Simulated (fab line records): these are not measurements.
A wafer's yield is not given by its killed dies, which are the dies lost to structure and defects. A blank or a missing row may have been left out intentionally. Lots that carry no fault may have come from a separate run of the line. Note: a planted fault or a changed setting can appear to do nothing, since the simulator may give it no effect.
What tool caused it? / flow n5 finfet / 12 lots with 36 wafers sampled at 3 steps, on a route of 1938 steps

== WHAT EACH GAUGE READ, for each wafer ==
N5_BEOL_M8_CD_MEAS_18: pitch 80 nm, target cd 40 nm.
lot=L077; measured=day 10 16:25; on=cd sem-01; cd nm (nm)=40.1 40.5 39.7
lot=L075; measured=day 11 01:58; on=cd sem-01; cd nm (nm)=39.6 38.3 39.2
lot=L079; measured=day 11 13:08; on=cd sem-03; cd nm (nm)=39.1 40.9 39.9
lot=L080; measured=day 11 19:06; on=cd sem-02; cd nm (nm)=40.3 38.7 40.5
lot=L084; measured=day 12 17:25; on=cd sem-02; cd nm (nm)=40.2 38.5 40.4
lot=L085; measured=day 13 22:37; on=cd sem-01; cd nm (nm)=39.7 39.1 39.9
lot=L087; measured=day 14 06:45; on=cd sem-02; cd nm (nm)=41.2 40.8 39.8
lot=L090; measured=day 14 14:58; on=cd sem-02; cd nm (nm)=40.5 39.3 40.0
lot=L091; measured=day 16 09:01; on=cd sem-03; cd nm (nm)=39.4 40.7 39.9
lot=L092; measured=day 16 19:11; on=cd sem-03; cd nm (nm)=40.0 40.3 39.5
lot=L096; measured=day 17 02:04; on=cd sem-01; cd nm (nm)=39.3 39.0 39.1
lot=L097; measured=day 18 05:16; on=cd sem-01; cd nm (nm)=40.1 40.4 39.5

== WHICH TOOL RAN EACH LOT (tool, then ch and the chambers of the sampled wafers, then the start) ==
lot=L077; N5_BEOL_M8_CURE_74=uv cure-01 ch 2, day 10 13:41; N5_BEOL_M8_ETCH_62=rie diel-02 ch 0,1, day 10 16:03
lot=L075; N5_BEOL_M8_CURE_74=uv cure-02 ch 1, day 11 00:22; N5_BEOL_M8_ETCH_62=rie diel-03 ch 0,1,3, day 11 01:36
lot=L079; N5_BEOL_M8_CURE_74=uv cure-01 ch 1, day 11 09:51; N5_BEOL_M8_ETCH_62=rie diel-03 ch 0,1, day 11 12:43
lot=L080; N5_BEOL_M8_CURE_74=uv cure-01 ch 1, day 11 16:02; N5_BEOL_M8_ETCH_62=rie diel-02 ch 0,1,2, day 11 18:44
lot=L084; N5_BEOL_M8_CURE_74=uv cure-02 ch 1, day 12 14:50; N5_BEOL_M8_ETCH_62=rie diel-02 ch 0,2, day 12 17:02
lot=L085; N5_BEOL_M8_CURE_74=uv cure-02 ch 2, day 13 18:02; N5_BEOL_M8_ETCH_62=rie diel-04 ch 0,3, day 13 22:14
lot=L087; N5_BEOL_M8_CURE_74=uv cure-02 ch 2, day 14 04:26; N5_BEOL_M8_ETCH_62=rie diel-03 ch 0,1,2, day 14 06:23
lot=L090; N5_BEOL_M8_CURE_74=uv cure-01 ch 1, day 14 12:04; N5_BEOL_M8_ETCH_62=rie diel-04 ch 1,2,3, day 14 14:27
lot=L091; N5_BEOL_M8_CURE_74=uv cure-03 ch 2, day 16 07:01; N5_BEOL_M8_ETCH_62=rie diel-03 ch 0,2,3, day 16 08:38
lot=L092; N5_BEOL_M8_CURE_74=uv cure-03 ch 0, day 16 15:50; N5_BEOL_M8_ETCH_62=rie diel-03 ch 1,2,3, day 16 18:47
lot=L096; N5_BEOL_M8_CURE_74=uv cure-01 ch 0, day 16 22:25; N5_BEOL_M8_ETCH_62=rie diel-02 ch 0,2,3, day 17 01:41
lot=L097; N5_BEOL_M8_CURE_74=uv cure-03 ch 0, day 18 02:42; N5_BEOL_M8_ETCH_62=rie diel-03 ch 0,1, day 18 04:49
- N5_BEOL_M8_CURE_74: cures SiCOH lowk, time 240 s.
- N5_BEOL_M8_ETCH_62: etches SOC in N2/H2, target depth 110 nm, overetch 22 nm, time 165 s.

== THE ANSWER, worked out from the rows above alone ==
Rule: the lots themselves supply what counts as usual. The widest of any qualifying gaps counts: lots, ordered by their means at a reading, are off when they make up no more than a third of the lots, leave a main group of 4 or more, and stand apart from it by 3 or more times the standard deviation of that group's means. Not used: any main group whose means are identical at the precision the tables above print for the reading. A lot without any number at a reading at which 4 lots or more have one is off too. Any other lot the step has rows for is counted as sound.
None of the lots is off at any reading shown; this tells nothing.

== WHAT HAD BEEN PUT IN BY THE SIMULATOR ==
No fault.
